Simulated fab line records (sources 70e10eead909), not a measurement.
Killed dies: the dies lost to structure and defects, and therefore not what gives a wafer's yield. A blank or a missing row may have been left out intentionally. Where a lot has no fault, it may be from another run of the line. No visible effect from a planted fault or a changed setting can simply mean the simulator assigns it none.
Chamber matching -- flow nand_harc -- NHARC_A_CHANNEL_HOLE_D1_ETCH_44 on rie_diel-11 has 4 sister chambers
The step etches the open film in CF4/O2, target depth 140 nm, overetch 14 nm, time 77 s. 39 wafers are shown with their chamber, then 12 later ones without.

== WAFERS PAIRED WITH THEIR CHAMBERS ==
wafer,chamber,drypump_motor_current_A (A),rf_vpp_V (V),oes_o_777_au (a.u.)
L075.1,1,5.55,199.8,1.002
L075.4,2,5.31,198.7,0.994
L075.5,2,5.33,198.5,1.008
L077.3,0,5.67,198.1,1.001
L077.4,3,5.80,199.7,0.996
L077.6,0,5.67,197.4,1.007
L078.2,3,5.80,198.6,1.000
L078.3,0,5.65,198.5,1.002
L078.5,1,5.56,199.2,1.003
L080.1,1,5.57,200.4,0.995
L080.4,2,5.33,196.3,1.005
L080.6,1,5.57,200.3,1.001
L082.3,0,5.66,197.7,1.004
L082.4,2,5.32,197.0,0.997
L082.6,2,5.32,197.2,1.003
L083.1,2,5.34,197.3,1.004
L083.3,0,5.67,198.5,1.007
L083.5,1,5.54,197.7,0.993
L086.2,2,5.33,197.9,1.000
L086.3,1,5.56,201.2,1.002
L086.6,2,5.35,198.0,1.001
L085.1,3,5.80,199.8,1.004
L085.2,2,5.31,197.4,0.999
L085.3,1,5.54,200.3,1.012
L089.1,3,5.79,199.9,1.001
L089.4,1,5.56,198.8,0.995
L089.6,2,5.34,200.1,1.005
L087.3,0,5.67,198.0,1.004
L087.4,3,5.80,199.0,0.999
L087.6,3,5.79,199.7,0.999
L088.1,2,5.34,199.6,0.998
L088.4,1,5.56,198.2,0.991
L088.5,2,5.32,198.0,1.003
L090.1,3,5.82,200.2,1.002
L090.5,2,5.32,198.6,0.999
L090.6,1,5.56,199.3,0.993
L092.4,1,5.56,199.0,1.002
L092.5,1,5.54,200.1,0.993
L092.6,0,5.67,197.6,1.002

SIGNATURES (means of the wafers above)
reading,chamber 0,chamber 1,chamber 2,chamber 3,scatter within a chamber
drypump_motor_current_A,5.6657,5.5558,5.3277,5.8000,0.0108
rf_vpp_V,197.971,199.525,198.046,199.557,0.888
oes_o_777_au,1.00386,0.99850,1.00123,1.00014,0.00438
Rule: for a wafer and a chamber, the distance is found by dividing, reading by reading, the gap between the wafer's reading and the chamber's mean by the reading's scatter, squaring, summing and taking the root. The wafer belongs to the nearest chamber; if the next one is less than 2 further off, it can't be placed. How the scatter is found: for the shown wafers, subtract from each reading the mean of its chamber, square and add these, divide the total by (wafers less chambers), then take the root.

== WAFERS WITHOUT THEIR CHAMBER ==
wafer,drypump_motor_current_A (A),rf_vpp_V (V),oes_o_777_au (a.u.)
L094.1,5.79,199.5,1.002
L094.2,5.36,199.3,1.004
L094.4,5.66,197.3,0.997
L095.2,5.67,197.0,1.004
L095.3,5.80,200.0,0.996
L095.6,5.81,198.5,0.996
L096.2,5.66,197.9,1.002
L096.4,5.81,200.4,0.998
L096.5,5.38,199.6,0.994
L097.2,5.31,197.2,0.997
L097.4,5.78,198.9,0.998
L097.5,5.68,198.2,0.998

== WHICH CHAMBER EACH ONE RAN IN ==
wafer,from the rows above,in truth
L094.1,3,3
L094.2,2,2
L094.4,0,0
L095.2,0,0
L095.3,3,3
L095.6,3,3
L096.2,0,0
L096.4,3,3
L096.5,2,2
L097.2,2,2
L097.4,3,3
L097.5,0,0
Correct placement for 12 of the 12. Can't be placed from these rows: 0. Wrongly placed: 0.
